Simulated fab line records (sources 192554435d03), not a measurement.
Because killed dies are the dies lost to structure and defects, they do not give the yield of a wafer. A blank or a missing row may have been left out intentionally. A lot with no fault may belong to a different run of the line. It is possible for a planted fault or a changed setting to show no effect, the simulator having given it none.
Matching of chambers ; flow n5-finfet ; N5_BEOL_M8_DEP_56 on pecvd-02 has 3 sister chambers
The step deposits SiCN from 3MS/NH3, target thk 10 nm, time 17.5 s. 3 wafers are shown with their chamber, then 9 later ones without.

EACH WAFER AND ITS CHAMBER
wafer;chamber;throttle-valve-pct (%)
L082.1;1;9.8
L088.2;2;8.3
L088.5;0;9.8

WAFERS WHOSE CHAMBER IS MISSING
wafer;throttle-valve-pct (%)
L089.2;9.5
L089.3;8.4
L089.6;9.4
L095.1;9.6
L095.3;8.3
L095.4;9.4
L097.1;9.9
L097.4;10.0
L097.5;8.4

WHICH CHAMBER EACH ONE RAN IN
wafer;from the rows above;in truth
L089.2;can't be placed: 0 or 1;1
L089.3;2;2
L089.6;can't be placed: 0 or 1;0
L095.1;can't be placed: 0 or 1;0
L095.3;2;2
L095.4;can't be placed: 0 or 1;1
L097.1;can't be placed: 0 or 1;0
L097.4;can't be placed: 0 or 1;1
L097.5;2;2
Correctly placed: 3 of 9. Cannot be placed on the basis of these rows: 6; the candidates contain the true chamber in 6. Wrongly placed: 0.
How it was worked out, from the rows above alone: a wafer's distance from a chamber is the root of the sum, over the readings, of the square of ((its reading less the chamber's mean) divided by the reading's scatter). The wafer belongs to the nearest chamber; if the next one is less than 2 further off, it can't be placed. For every chamber, the mean is computed from those of its wafers that are shown. The scatter: with one shown wafer a chamber, the root of the mean of the squares of how far each hidden wafer lies from its nearest shown one.
